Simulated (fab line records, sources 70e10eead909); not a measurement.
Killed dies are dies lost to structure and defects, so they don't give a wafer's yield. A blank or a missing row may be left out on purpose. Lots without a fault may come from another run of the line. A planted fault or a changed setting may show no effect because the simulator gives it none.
Which tool did it? | flow nand_harc | 12 lots, 36 wafers sampled, at 3 steps of a route of 1302

WHAT THE GAUGES READ, wafer by wafer
NHARC_A_SGD_CUT_CD_MEAS_09: target cd 100 nm.
lot  | measured     | on        | cd_nm (nm)
L076 | day 19 15:44 | cd_sem-01 | 99.0 99.6 99.5
L077 | day 20 02:38 | cd_sem-03 | 99.6 100.3 99.4
L079 | day 20 20:25 | cd_sem-01 | 100.4 99.9 99.8
L081 | day 22 06:53 | cd_sem-01 | 99.6 100.3 100.3
L082 | day 22 16:34 | cd_sem-01 | 99.8 99.2 99.3
L085 | day 23 20:04 | cd_sem-02 | 99.8 100.7 100.0
L086 | day 24 10:31 | cd_sem-02 | 99.8 99.7 100.6
L089 | day 24 13:16 | cd_sem-01 | 100.5 100.0 100.0
L091 | day 25 21:59 | cd_sem-01 | 99.0 99.8 99.2
L093 | day 26 21:57 | cd_sem-01 | 99.2 99.5 99.1
L096 | day 27 21:17 | cd_sem-01 | 99.1 99.1 99.4
L097 | day 29 06:55 | cd_sem-01 | 99.3 100.1 99.1

WHICH TOOL RAN EACH LOT (tool, then ch and the chambers of the sampled wafers, then the start)
lot  | NHARC_A_STAIRCASE_ETCH_313         | NHARC_A_STAIRCASE_DEP_417
L076 | rie_diel-01 ch 0,2,3, day 17 12:46 | pecvd-04 ch 0,1, day 17 16:56
L077 | rie_diel-01 ch 0,1,3, day 17 23:20 | pecvd-03 ch 0,2, day 18 06:15
L079 | rie_diel-01 ch 1,2,3, day 18 16:31 | pecvd-02 ch 0,1, day 18 21:59
L081 | rie_diel-01 ch 0,1, day 19 23:10   | pecvd-03 ch 0,1,2, day 20 03:28
L082 | rie_diel-01 ch 1,2,3, day 20 10:42 | pecvd-04 ch 0,1,2, day 20 15:15
L085 | rie_diel-01 ch 1,3, day 21 17:29   | pecvd-04 ch 0,1, day 21 21:47
L086 | rie_diel-01 ch 0,1,3, day 22 05:59 | pecvd-02 ch 0,1, day 22 09:59
L089 | rie_diel-07 ch 0,2,3, day 22 15:08 | pecvd-02 ch 0,1,2, day 22 19:14
L091 | rie_diel-07 ch 1,3, day 23 23:11   | pecvd-04 ch 1,2, day 24 03:40
L093 | rie_diel-07 ch 0,3, day 24 19:49   | pecvd-04 ch 0,2, day 25 00:07
L096 | rie_diel-01 ch 1,2,3, day 25 16:47 | pecvd-04 ch 0,1, day 25 21:22
L097 | rie_diel-07 ch 1,2,3, day 27 04:00 | pecvd-02 ch 1,2, day 27 08:08
- NHARC_A_STAIRCASE_ETCH_313: etches the open film in CF4/CHF3.
- NHARC_A_STAIRCASE_DEP_417: deposits Si3N4, target thk 60 nm.

THE ANSWER, worked out from the rows above alone
Rule: what is usual is taken from the lots themselves. Put in order of their means at a reading, lots are off if they are a third of the lots or fewer, leave a main group of 4 or more, and stand apart from it by a gap of 3 or more times the standard deviation of the main group's means; of several such gaps the widest counts. A main group whose means are all the same, to the digits that the tables above print for the reading, isn't used. A lot without any number at a reading at which 4 lots or more have one is off too. The other lots that the step has rows for count as sound.
No lot is off at any reading shown: from this, nothing can be told.

WHAT THE SIMULATOR HAD PUT IN
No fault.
